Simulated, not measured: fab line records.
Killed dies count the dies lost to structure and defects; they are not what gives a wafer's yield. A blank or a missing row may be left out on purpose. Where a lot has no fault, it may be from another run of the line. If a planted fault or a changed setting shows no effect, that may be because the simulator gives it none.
A lot that was struck, set against a sound lot    flow n5-finfet    15 steps out of a route of 1938
Sound: wafers L450.3, L450.5, L450.6. Struck: wafer L463.6 (L463.3, L463.4, from the same lot, were not struck and are left out); the cause is given at the end.
Per side, at each step with rows, come the tool, then ch with its chambers, and then its first start. Under that, the readings that differ: sound wafers    struck wafers    difference of the means    sigmas: that difference in standard deviations of wafers without a fault.
alike: words and numbers the same on both sides, and readings whose means are apart by under 2 such deviations; not compared: readings that were withheld, readings missing a value for some wafer, numbers with overlapping values and no deviation given by the record, and bounds like >300 which may hide the same value.
A row with sigmas, a row that says differs or no value, or rows on one side alone: a step with any of these is where the two part. Numbers that don't overlap but have no deviation are shown without sigmas and don't part them. A reading missing from all wafers of one side parts the sides only when that side holds two or more wafers.

first, 8 steps without rows for these wafers: N5_PASSIVATION_HMDS_37 (time 60 s); N5_PASSIVATION_COAT_38; N5_PASSIVATION_EBR_40; N5_PASSIVATION_SOFTBAKE_39 (time 120 s); N5_PASSIVATION_EXPOSE_41 (exposes mask PASS OPEN, defocus 0 nm, target cd 40000 nm); N5_PASSIVATION_PEB_42; N5_PASSIVATION_DEVELOP_43 (develop time 60 s); N5_PASSIVATION_HARDBAKE_45 (time 120 s).
N5_PASSIVATION_CD_MEAS_44: target cd 40000 nm.
  sound on cd-sem-01 ch 0, day 12 07:56; struck on cd-sem-03 ch 0, day 16 05:01
  alike: cd-nm
N5_PASSIVATION_OVL_MEAS_66:
  sound on overlay-01 ch 0, day 12 07:58; struck on overlay-01 ch 0, day 16 05:02
  alike: PASS_OPEN_OVL
N5_PASSIVATION_INSPECT_67: inspects for defects (macro).
  sound on defect-inspect-02, day 12 07:59; struck on defect-inspect-01, day 16 05:04
  alike: raw-defect-count
N5_PASSIVATION_DESCUM_46: chemistry O2, time 7.9 s.
  sound on rie-diel-06 ch 1,2,3, day 12 08:23; struck on rie-diel-06 ch 2, day 16 05:06
  alike: drypump-motor-current-A, oes-product-au, rf-vpp-V, showerhead-plenum-p-Torr, temp-c, throttle-valve-pct
  not compared: rf-hours-counter-h
N5_PASSIVATION_PASS_ETCH_47: etches SiNx in CF4/O2, target depth 770 nm, time 385 s.
  sound on rie-diel-06 ch 1,2,3, day 12 08:25; struck on rie-diel-06 ch 2, day 16 05:08
reading                   sound              struck  difference  sigmas
run-length-s (s)          408.8 407.6 407.9  376.7   -31.4       -65
model.etch.depth-nm (nm)  756.7 775.9 767    712.1   -54.4       
  alike: drypump-motor-current-A, oes_o_777_au, oes-product-au, rf-vpp-V, showerhead-plenum-p-Torr, throttle-valve-pct
  not compared: rf-hours-counter-h
N5_PASSIVATION_ETCH_54: etches SiO2 in CHF3/O2, target depth 880 nm, time 440 s.
  sound on rie-diel-06 ch 1,2,3, day 12 08:39; struck on rie-diel-06 ch 2, day 16 05:22
  alike: drypump-motor-current-A, oes_o_777_au, oes-product-au, rf-vpp-V, showerhead-plenum-p-Torr, throttle-valve-pct
  not compared: rf-hours-counter-h
then, 1 step without rows for these wafers: N5_PASSIVATION_PROBE_49.

WHERE THEY PART
Only at N5_PASSIVATION_PASS_ETCH_47, as far as this record shows. Later steps at which nothing parts them and some readings are alike: N5_PASSIVATION_ETCH_54.

WHY: whatever the simulator had introduced
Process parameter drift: rie-diel-06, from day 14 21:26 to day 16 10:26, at N5_PASSIVATION_PASS_ETCH_47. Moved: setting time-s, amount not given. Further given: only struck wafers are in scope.
